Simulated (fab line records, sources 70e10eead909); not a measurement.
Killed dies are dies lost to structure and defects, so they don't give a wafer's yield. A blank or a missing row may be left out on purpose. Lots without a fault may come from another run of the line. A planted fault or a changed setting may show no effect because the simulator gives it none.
Chamber matching | flow nand_harc | NHARC_A_M1_DESCUM_14 on rie_diel-12: 4 sister chambers
The step chemistry O2, time 3 s. 22 wafers are shown with their chamber, then 11 later ones without.

WAFERS WITH THEIR CHAMBER
wafer  | chamber | showerhead_plenum_p_Torr (Torr) | drypump_motor_current_A (A) | oes_product_au (a.u.)
L074.3 | 0       | 2.01                            | 5.5                         | 1.016
L074.4 | 3       | 1.82                            | 5.9                         | 1.002
L074.5 | 0       | 2.01                            | 5.5                         | 1.018
L076.2 | 3       | 1.82                            | 5.9                         | 1.002
L076.5 | 2       | 1.82                            | 5.1                         | 0.996
L076.6 | 3       | 1.82                            | 5.9                         | 0.999
L075.1 | 2       | 1.82                            | 5.1                         | 1.001
L075.2 | 1       | 1.89                            | 6.2                         | 0.996
L075.5 | 1       | 1.89                            | 6.3                         | 0.989
L078.3 | 0       | 2.01                            | 5.5                         | 1.002
L078.5 | 0       | 2.01                            | 5.5                         | 1.011
L078.6 | 1       | 1.89                            | 6.2                         | 0.988
L080.3 | 0       | 2.01                            | 5.5                         | 1.014
L080.4 | 2       | 1.81                            | 5.1                         | 1.008
L080.6 | 2       | 1.81                            | 5.1                         | 1.003
L086.1 | 3       | 1.82                            | 5.9                         | 0.995
L086.4 | 1       | 1.89                            | 6.2                         | 0.990
L086.6 | 3       | 1.82                            | 5.9                         | 0.985
L087.3 | 1       | 1.88                            | 6.3                         | 0.983
L087.4 | 2       | 1.81                            | 5.1                         | 1.001
L087.6 | 0       | 2.01                            | 5.5                         | 1.006
L088.4 | 2       | 1.81                            | 5.1                         | 0.990

SIGNATURES (means of the wafers above)
reading                  | chamber 0 | chamber 1 | chamber 2 | chamber 3 | scatter within a chamber
showerhead_plenum_p_Torr | 2.0100    | 1.8880    | 1.8133    | 1.8200    | 0.00344
drypump_motor_current_A  | 5.500     | 6.240     | 5.100     | 5.900     | 0.0258
oes_product_au           | 1.01117   | 0.98920   | 0.99983   | 0.99660   | 0.00609
Rule: a wafer's distance from a chamber is the root of the sum, over the readings, of the square of ((its reading less the chamber's mean) divided by the reading's scatter). The wafer belongs to the nearest chamber; if the next one is less than 2 further off, it can't be placed. The scatter: the root of (the sum of the squares of (reading less its chamber's mean) over the shown wafers, divided by (wafers less chambers)).

WAFERS WITHOUT THEIR CHAMBER
wafer  | showerhead_plenum_p_Torr (Torr) | drypump_motor_current_A (A) | oes_product_au (a.u.)
L088.5 | 1.82                            | 5.9                         | 0.986
L088.6 | 2.01                            | 5.5                         | 0.997
L090.3 | 1.82                            | 5.9                         | 1.003
L090.4 | 1.88                            | 6.3                         | 0.993
L090.5 | 1.81                            | 5.1                         | 1.005
L093.1 | 1.82                            | 5.8                         | 0.993
L093.4 | 1.88                            | 6.3                         | 0.996
L093.5 | 1.88                            | 6.3                         | 0.991
L094.3 | 2.01                            | 5.5                         | 0.993
L094.5 | 1.88                            | 6.3                         | 0.984
L094.6 | 2.01                            | 5.5                         | 0.999

WHICH CHAMBER EACH WENT THROUGH
wafer  | from the rows above | in truth
L088.5 | 3                   | 3
L088.6 | 0                   | 0
L090.3 | 3                   | 3
L090.4 | 1                   | 1
L090.5 | 2                   | 2
L093.1 | 3                   | 3
L093.4 | 1                   | 1
L093.5 | 1                   | 1
L094.3 | 0                   | 0
L094.5 | 1                   | 1
L094.6 | 0                   | 0
Placed correctly: 11 of 11. Can't be placed from these rows: 0. Placed wrongly: 0.
